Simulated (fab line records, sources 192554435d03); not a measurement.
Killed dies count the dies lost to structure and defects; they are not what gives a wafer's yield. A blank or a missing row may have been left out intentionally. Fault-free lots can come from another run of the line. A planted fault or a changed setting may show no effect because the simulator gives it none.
Which tool was responsible? -- flow n5_finfet -- 24 wafers from 8 lots sampled at 8 of the route's 1938 steps

WHAT THE GAUGES READ, wafer by wafer
N5_BEOL_M4_RC_MEAS_101. Usual: DIBL_N 36.5 mV/V, standard deviation 1.7; DIBL_P 36.3 mV/V, standard deviation 2.1; IOFF_N 0.16 nA/um, standard deviation 0.036; IOFF_P 0.21 nA/um, standard deviation 0.037; ION_N 676 uA/um, standard deviation 12; ION_P 462 uA/um, standard deviation 7.6; SS_N 71.5 mV/dec, standard deviation 0.68; SS_P 73.3 mV/dec, standard deviation 0.63; VT_N 249 mV, standard deviation 3.5; VT_P -250 mV, standard deviation 3.5.
lot,measured,on,DIBL_N (mV/V),DIBL_P (mV/V),IOFF_N (nA/um),IOFF_P (nA/um),ION_N (uA/um),ION_P (uA/um),SS_N (mV/dec),SS_P (mV/dec),VT_N (mV),VT_P (mV),flag
L945,day 8 08:06,prober-01,36.5 37.3 37.0,36.5 37.2 36.9,0.18 0.20 0.19,0.22 0.23 0.22,682 687 685,472 463 466,71.6 72.3 72.0,73.3 73.7 73.5,248 247 244,-248 -250 -248,
L947,day 8 10:57,prober-02,36.3 37.3 36.6,36.9 38.5 38.4,0.16 0.17 0.17,0.18 0.19 0.18,681 682 675,452 452 453,71.1 71.8 71.8,73.4 72.8 74.1,250 253 250,-253 -255 -256,
L954,day 10 05:56,prober-02,34.7 36.8 37.5,33.5 34.8 36.9,0.12 0.16 0.18,0.15 0.16 0.20,657 676 683,450 452 455,71.4 71.7 71.2,73.0 72.9 73.3,250 249 248,-257 -256 -254,
L953,day 10 12:07,prober-01,32.2 34.2 36.4,31.4 33.7 36.5,0.11 0.13 0.17,0.16 0.19 0.23,670 657 683,459 451 465,69.9 69.8 71.2,72.1 73.2 74.2,254 250 249,-251 -253 -249,
L962,day 11 16:50,prober-01,37.6 35.3 39.6,38.6 35.9 40.3,0.18 0.13 0.23,0.22 0.19 0.25,681 667 682,467 459 463,72.4 71.0 72.1,73.6 73.3 74.1,248 253 244,-250 -251 -247,
L960,day 12 00:33,prober-02,36.0 34.1 35.2,36.6 34.7 36.3,0.15 0.13 0.15,0.21 0.19 0.21,667 677 675,456 466 466,72.2 71.1 71.9,73.3 73.0 73.5,252 251 251,-250 -250 -250,
L964,day 12 20:24,prober-01,34.3 34.4 37.6,33.5 33.2 38.1,0.11 0.11 0.17,0.15 0.14 0.21,657 643 670,452 441 459,71.1 70.9 71.1,72.8 72.3 73.7,255 261 250,-257 -260 -251,
L967,day 13 22:52,prober-02,38.3 36.6 35.1,38.7 36.7 35.0,0.19 0.14 0.14,0.25 0.23 0.20,673 654 668,469 459 462,72.7 71.7 71.7,73.5 73.3 73.1,246 253 250,-248 -248 -249,

N5_BEOL_M12_CD_MEAS_17: the cd target is 140 nm. Usual: cd_nm reads 140.0 nm (standard deviation 2).
lot,measured,on,cd_nm (nm),flag
L945,day 10 22:18,cd_sem-01,140.6 136.0 138.7,
L947,day 11 01:22,cd_sem-03,140.5 137.8 139.0,
L954,day 12 23:25,cd_sem-02,140.3 136.3 138.3,
L953,day 13 00:25,cd_sem-02,132.1 140.7 133.9,
L962,day 14 11:22,cd_sem-02,141.2 139.5 136.8,
L960,day 14 21:23,cd_sem-03,138.1 139.0 137.7,
L964,day 15 23:08,cd_sem-02,137.1 135.7 138.1,
L967,day 16 13:15,cd_sem-03,143.3 141.0 142.9,

N5_BEOL_M12_OCD_MEAS_35. Usual: trench_depth_nm reads 319 nm (standard deviation 4.9).
lot,measured,on,trench_depth_nm (nm),flag
L945,day 10 23:21,ocd-01,319 315 320,
L947,day 11 02:25,ocd-02,320 314 315,
L954,day 13 00:34,ocd-02,317 244 316,OFF
L953,day 13 01:21,ocd-02,270 321 271,OFF
L962,day 14 12:46,ocd-02,320 316 323,
L960,day 14 22:41,ocd-01,315 327 323,
L964,day 16 00:12,ocd-02,321 312 323,
L967,day 16 14:19,ocd-02,322 322 322,

WHAT TOOL EACH LOT RAN ON (gives the tool, then ch and the chambers of the sampled wafers, and finally the start)
lot,N5_BEOL_M11_DEP_56,N5_BEOL_M12_DESCUM_15,N5_BEOL_M12_ETCH_59,N5_BEOL_M12_VIA_ETCH_16,N5_BEOL_M12_STRIP_63
L945,"pecvd-01 ch 0,1, day 10 20:53","rie_diel-06 ch 2,3, day 10 21:48","rie_diel-06 ch 2,3, day 10 21:50","rie_diel-06 ch 2,3, day 10 21:53","plasma_asher-02 ch 0,1, day 10 22:05"
L947,"pecvd-01 ch 0,1, day 11 00:06","rie_diel-02 ch 1,2, day 11 00:52","rie_diel-02 ch 1,2, day 11 00:54","rie_diel-02 ch 1,2, day 11 00:58","plasma_asher-02 ch 0,1, day 11 01:10"
L954,"pecvd-02 ch 0,1, day 12 22:09","rie_diel-06 ch 1,3, day 12 22:56","rie_diel-06 ch 1,3, day 12 22:58","rie_diel-06 ch 1,3, day 12 23:01","plasma_asher-01 ch 0,1, day 12 23:13"
L953,"pecvd-01 ch 0,2, day 12 22:59","rie_diel-06 ch 0,1,2, day 12 23:55","rie_diel-06 ch 0,1,2, day 12 23:58","rie_diel-06 ch 0,1,2, day 13 00:01","plasma_asher-01 ch 0,1, day 13 00:13"
L962,"pecvd-03 ch 1,2, day 14 10:10","rie_diel-03 ch 1,2, day 14 10:52","rie_diel-03 ch 1,2, day 14 10:55","rie_diel-03 ch 1,2, day 14 10:58","plasma_asher-01 ch 0,1, day 14 11:10"
L960,"pecvd-03 ch 1,2, day 14 19:54","rie_diel-03 ch 2,3, day 14 20:54","rie_diel-03 ch 2,3, day 14 20:56","rie_diel-03 ch 2,3, day 14 20:59","plasma_asher-02 ch 0,1, day 14 21:11"
L964,"pecvd-02 ch 0,1, day 15 21:59","rie_diel-03 ch 1,2,3, day 15 22:38","rie_diel-03 ch 1,2,3, day 15 22:40","rie_diel-03 ch 1,2,3, day 15 22:43","plasma_asher-02 ch 0,1, day 15 22:55"
L967,"pecvd-01 ch 0,1, day 16 11:20","rie_diel-06 ch 1,2, day 16 12:46","rie_diel-06 ch 1,2, day 16 12:47","rie_diel-06 ch 1,2, day 16 12:51","plasma_asher-02 ch 0,1, day 16 13:03"
- N5_BEOL_M11_DEP_56: deposits SiCN from 3MS/NH3, target thk 30 nm, time 10.5 s.
- N5_BEOL_M12_DESCUM_15: chemistry O2, time 7.9 s.
- N5_BEOL_M12_ETCH_59: etches BARC in N2/H2, target depth 89 nm, overetch 26.7 nm, time 67.9 s.
- N5_BEOL_M12_VIA_ETCH_16: etches SiOC in C4F8/O2/Ar, target depth 724.8 nm.
- N5_BEOL_M12_STRIP_63: strips in N2/H2.

AS READ BY THE TOOLS THEMSELVES (means over the sampled wafers that have a number; for cases with no such wafer, the mark the record gives instead)
N5_BEOL_M11_DEP_56. Usual: showerhead_plenum_p_Torr 4.161 Torr, standard deviation 0.013; throttle_valve_pct 18.3 %, standard deviation 0.79.
lot,tool,showerhead_plenum_p_Torr (Torr),throttle_valve_pct (%),flag
L945,pecvd-01,4.148,18.6,
L947,pecvd-01,4.151,18.1,
L954,pecvd-02,4.182,17.9,
L953,pecvd-01,4.152,18.8,
L962,pecvd-03,4.161,17.8,
L960,pecvd-03,4.163,17.9,
L964,pecvd-02,4.156,18.6,
L967,pecvd-01,4.152,18.1,

N5_BEOL_M12_DESCUM_15. Usual: drypump_motor_current_A 5.7 A, standard deviation 0.33; oes_product_au 0.78 a.u., standard deviation 0.1; rf_vpp_V 243.2 V, standard deviation 1.4; showerhead_plenum_p_Torr 2.09 Torr, standard deviation 0.082; throttle_valve_pct 20.42 %, standard deviation 0.28.
lot,tool,drypump_motor_current_A (A),oes_product_au (a.u.),rf_vpp_V (V),showerhead_plenum_p_Torr (Torr),throttle_valve_pct (%),flag
L945,rie_diel-06,5.6,0.80,243.2,2.07,20.19,
L947,rie_diel-02,5.6,0.69,242.2,2.08,20.43,
L954,rie_diel-06,5.4,0.71,242.4,2.04,20.66,
L953,rie_diel-06,5.9,0.77,243.7,2.15,20.54,
L962,rie_diel-03,5.8,0.83,243.6,2.08,20.15,
L960,rie_diel-03,6.0,0.86,243.1,2.11,20.18,
L964,rie_diel-03,5.8,0.89,243.4,2.13,20.20,
L967,rie_diel-06,5.7,0.90,243.6,2.11,20.38,

N5_BEOL_M12_ETCH_59. Usual: drypump_motor_current_A 5.7 A, standard deviation 0.34; oes_product_au 0.67 a.u., standard deviation 0.084; rf_vpp_V 524.0 V, standard deviation 2.8; showerhead_plenum_p_Torr 2.55 Torr, standard deviation 0.097; throttle_valve_pct 17.93 %, standard deviation 0.28.
lot,tool,drypump_motor_current_A (A),oes_product_au (a.u.),rf_vpp_V (V),showerhead_plenum_p_Torr (Torr),throttle_valve_pct (%),flag
L945,rie_diel-06,5.6,0.67,523.5,2.52,17.67,
L947,rie_diel-02,5.6,0.60,523.8,2.54,18.02,
L954,rie_diel-06,5.4,0.57,522.0,2.48,18.11,
L953,rie_diel-06,5.8,0.57,525.2,2.62,18.02,
L962,rie_diel-03,5.8,0.71,523.2,2.54,17.71,
L960,rie_diel-03,6.0,0.75,523.5,2.55,17.67,
L964,rie_diel-03,5.8,0.76,524.5,2.58,17.68,
L967,rie_diel-06,5.7,0.77,524.4,2.56,17.82,

N5_BEOL_M12_VIA_ETCH_16. Usual: drypump_motor_current_A 5.7 A, standard deviation 0.34; oes_product_au 0.71 a.u., standard deviation 0.092; rf_vpp_V 666 V, standard deviation 3.5; showerhead_plenum_p_Torr 3.42 Torr, standard deviation 0.12; throttle_valve_pct 24.16 %, standard deviation 0.25.
lot,tool,drypump_motor_current_A (A),oes_product_au (a.u.),rf_vpp_V (V),showerhead_plenum_p_Torr (Torr),throttle_valve_pct (%),flag
L945,rie_diel-06,5.6,0.71,664,3.38,23.94,
L947,rie_diel-02,5.6,0.63,664,3.40,24.21,
L954,rie_diel-06,5.3,0.63,664,3.33,24.37,
L953,rie_diel-06,5.8,0.69,668,3.51,24.35,
L962,rie_diel-03,5.9,0.75,666,3.41,23.95,
L960,rie_diel-03,6.0,0.78,666,3.42,23.91,
L964,rie_diel-03,5.8,0.80,668,3.46,23.90,
L967,rie_diel-06,5.7,0.82,667,3.45,24.22,

N5_BEOL_M12_STRIP_63. Usual: drypump_motor_current_A 5.8 A, standard deviation 0.52; heater_power_w 351 W, standard deviation 9.8; oes_product_au 0.693 a.u., standard deviation 0.0047; strip_time_to_endpoint_s 42.3 s, standard deviation 0.88.
lot,tool,drypump_motor_current_A (A),heater_power_w (W),oes_product_au (a.u.),strip_time_to_endpoint_s (s),flag
L945,plasma_asher-02,5.2,356,0.691,42.2,
L947,plasma_asher-02,5.2,359,0.694,43.2,
L954,plasma_asher-01,6.3,345,0.696,45.5,OFF
L953,plasma_asher-01,6.2,346,0.698,47.9,OFF
L962,plasma_asher-01,6.3,339,0.693,42.7,
L960,plasma_asher-02,5.2,366,0.691,43.1,
L964,plasma_asher-02,5.2,355,0.698,42.5,
L967,plasma_asher-02,5.2,355,0.694,41.6,

THE ANSWER, worked out from the rows above alone
Rule: a lot counts as off when the mean over its wafers that have a number is more than 3 standard deviations away from the usual mean. A lot without any number at a reading at which 4 lots or more have one is off too. Where the step has rows for the other lots, those lots are counted as sound. Order of review: gauges by route order, followed by the tools' own readings, for which a lot's mean as printed above is used. At the first step where some lot is off, the reading lying furthest off is the one used; lots without a number count as furthest.
Off: L954, L953 (N5_BEOL_M12_OCD_MEAS_35, trench_depth_nm).
If a tool, at a process step before that reading, ran all the lots that are off and no sound lot after the first of them, it fits. Not tried: the gauges at N5_BEOL_M12_OCD_MEAS_35; whatever is off there is also off at N5_BEOL_M12_STRIP_63, on other tools, and gauge error can't account for it. Not one of the candidates tried fits.

WHAT WAS PUT IN BY THE SIMULATOR
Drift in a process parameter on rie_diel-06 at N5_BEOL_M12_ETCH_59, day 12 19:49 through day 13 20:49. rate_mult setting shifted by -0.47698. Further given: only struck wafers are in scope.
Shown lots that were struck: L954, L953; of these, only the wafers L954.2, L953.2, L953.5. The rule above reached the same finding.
